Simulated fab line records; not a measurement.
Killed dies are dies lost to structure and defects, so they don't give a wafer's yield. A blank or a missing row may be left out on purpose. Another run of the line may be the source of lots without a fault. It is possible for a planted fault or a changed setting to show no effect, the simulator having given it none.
One fault seen from 2 desks / flow n5-finfet / each desk has only its own numbers; what lay behind them comes last

== FOR THE TOOL OWNER'S DESK: cvd-co-01 ==
The tool's own readings at N5_BEOL_M4_CVD_47 (deposits Co from CCTBA/H2, target thk 3 nm, time 223.8 s): means of the sampled wafers that have a number, for each lot that ran on this tool. The brackets show how far a lot's mean lies from the usual mean; more than 4 standard deviations puts the lot out of limits, marked OUT.
Columns: A = run-length-s at N5_BEOL_M4_CVD_47, usual 246.9 s
lot=L617; first seen here=day 8 06:34; A=246.5
lot=L618; first seen here=day 8 09:47; A=246.2
lot=L620; first seen here=day 9 02:28; A=246.8
lot=L622; first seen here=day 9 02:58; A=246.7
lot=L624; first seen here=day 9 23:25; A=245.6
lot=L625; first seen here=day 10 05:32; A=245.3
lot=L636; first seen here=day 12 16:46; A=246.6
lot=L637; first seen here=day 13 07:47; A=247.0
lot=L638; first seen here=day 13 10:54; A=247.0
This desk's verdict: no lot among the 9 shows anything out of limits.

== FROM THE METROLOGY DESK ==
Lot by lot, what the gauges showed, no matter which tool ran the lot: averages of those sampled wafers that carry a number. The brackets show how far a lot's mean lies from the usual mean; more than 4 standard deviations puts the lot out of limits, marked OUT. Shown here are 7 of its 11 readings, the ones lying furthest out on some lot.
Columns: A = DIBL_N at N5_BEOL_M4_RC_MEAS_101, usual 36.9 mV/V; B = DIBL_P at N5_BEOL_M4_RC_MEAS_101, usual 37.1 mV/V; C = IOFF_N at N5_BEOL_M4_RC_MEAS_101, usual 0.17 nA/um; D = IOFF_P at N5_BEOL_M4_RC_MEAS_101, usual 0.23 nA/um; E = SS_P at N5_BEOL_M4_RC_MEAS_101, usual 73.6 mV/dec; F = VT_N at N5_BEOL_M4_RC_MEAS_101, usual 250 mV; G = VT_P at N5_BEOL_M4_RC_MEAS_101, usual -249.7 mV
lot=L617; first seen here=day 8 04:53; A=35.1; B=36.4; C=0.15; D=0.22; E=73.6; F=251; G=-247.9
lot=L618; first seen here=day 8 08:56; A=40.1; B=42.5; C=0.26; D=0.32; E=74.6; F=243; G=-245.5
lot=L620; first seen here=day 9 01:12; A=35.9; B=35.7; C=0.15; D=0.20; E=74.2; F=253; G=-250.8
lot=L622; first seen here=day 9 02:04; A=37.7; B=37.7; C=0.18; D=0.24; E=73.3; F=250; G=-248.4
lot=L623; first seen here=day 9 09:34; A=36.5; B=35.4; C=0.14; D=0.21; E=72.9; F=253; G=-250.1
lot=L624; first seen here=day 9 22:21; A=36.3; B=37.8; C=0.17; D=0.24; E=74.1; F=249; G=-245.7
lot=L625; first seen here=day 10 04:22; A=39.0; B=37.3; C=0.20; D=0.25; E=74.3; F=248; G=-249.7
lot=L636; first seen here=day 12 16:04; A=36.3; B=37.0; C=0.16; D=0.21; E=73.8; F=250; G=-250.2
lot=L637; first seen here=day 13 07:02; A=34.5; B=34.0; C=0.15; D=0.21; E=72.8; F=250; G=-248.1
lot=L638; first seen here=day 13 09:48; A=36.0; B=35.0; C=0.16; D=0.20; E=73.1; F=249; G=-251.8
This desk's verdict: no lot among the 10 shows anything out of limits.

== PUT TOGETHER ==
The desk of the tool owner found nothing out of limits.
The metrology desk saw nothing out of limits.

== WHAT THE SIMULATOR HAD INSERTED ==
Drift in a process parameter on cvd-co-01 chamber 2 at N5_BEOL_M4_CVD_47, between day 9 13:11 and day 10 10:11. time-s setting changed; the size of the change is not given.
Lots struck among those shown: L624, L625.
